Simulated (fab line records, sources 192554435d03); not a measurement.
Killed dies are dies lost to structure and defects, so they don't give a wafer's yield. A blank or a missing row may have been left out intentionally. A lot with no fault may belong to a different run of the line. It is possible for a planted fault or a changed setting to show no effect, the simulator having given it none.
Matching of chambers    flow n5_finfet    4 sister chambers for N5_BEOL_M12_ETCH_67 on rie_diel-04
The step etches SiARC in CF4, target depth 143 nm, time 238.3 s. 14 wafers are shown with their chamber, then 7 later ones without.

== WAFERS, EACH WITH ITS CHAMBER ==
wafer   chamber  drypump_motor_current_A (A)  showerhead_plenum_p_Torr (Torr)  etch_rf_on_time_s (s)
L074.1  3        6.1                          2.06                             227
L074.4  0        5.9                          2.06                             237
L074.6  1        5.5                          2.19                             247
L076.2  3        6.1                          2.05                             228
L076.5  0        5.9                          2.05                             238
L076.6  1        5.5                          2.18                             253
L080.1  2        5.6                          2.12                             250
L080.2  1        5.5                          2.18                             253
L080.6  3        6.1                          2.05                             232
L082.1  1        5.5                          2.18                             248
L082.4  2        5.5                          2.12                             248
L082.6  3        6.1                          2.05                             226
L088.2  0        5.9                          2.04                             237
L088.3  2        5.5                          2.12                             248

SIGNATURES (averages over the wafers above)
reading                   chamber 0  chamber 1  chamber 2  chamber 3  scatter within a chamber
drypump_motor_current_A   5.900      5.500      5.533      6.100      0.0258
showerhead_plenum_p_Torr  2.0500     2.1825     2.1200     2.0525     0.00592
etch_rf_on_time_s         237.33     250.25     248.67     228.25     2.34
Rule: distance of a wafer from a chamber = root of the sum over the readings of ((wafer's reading minus chamber's mean) / reading's scatter) squared. If the next closest chamber is less than 2 further off than the closest, the wafer can't be placed; otherwise it belongs to the closest. The scatter: the root of (the sum of the squares of (reading less its chamber's mean) over the shown wafers, divided by (wafers less chambers)).

== WAFERS MISSING THEIR CHAMBER ==
wafer   drypump_motor_current_A (A)  showerhead_plenum_p_Torr (Torr)  etch_rf_on_time_s (s)
L088.4  6.1                          2.04                             229
L094.1  5.6                          2.17                             249
L094.3  5.5                          2.11                             246
L094.5  5.5                          2.11                             246
L093.1  5.6                          2.11                             248
L093.3  5.5                          2.17                             254
L093.4  6.1                          2.04                             227

== WHICH CHAMBER EACH WENT THROUGH ==
wafer   from the rows above  in truth
L088.4  3                    3
L094.1  1                    1
L094.3  2                    2
L094.5  2                    2
L093.1  2                    2
L093.3  1                    1
L093.4  3                    3
7 of 7 placed correctly. Left unplaced by these rows: 0. 0 placed wrongly.
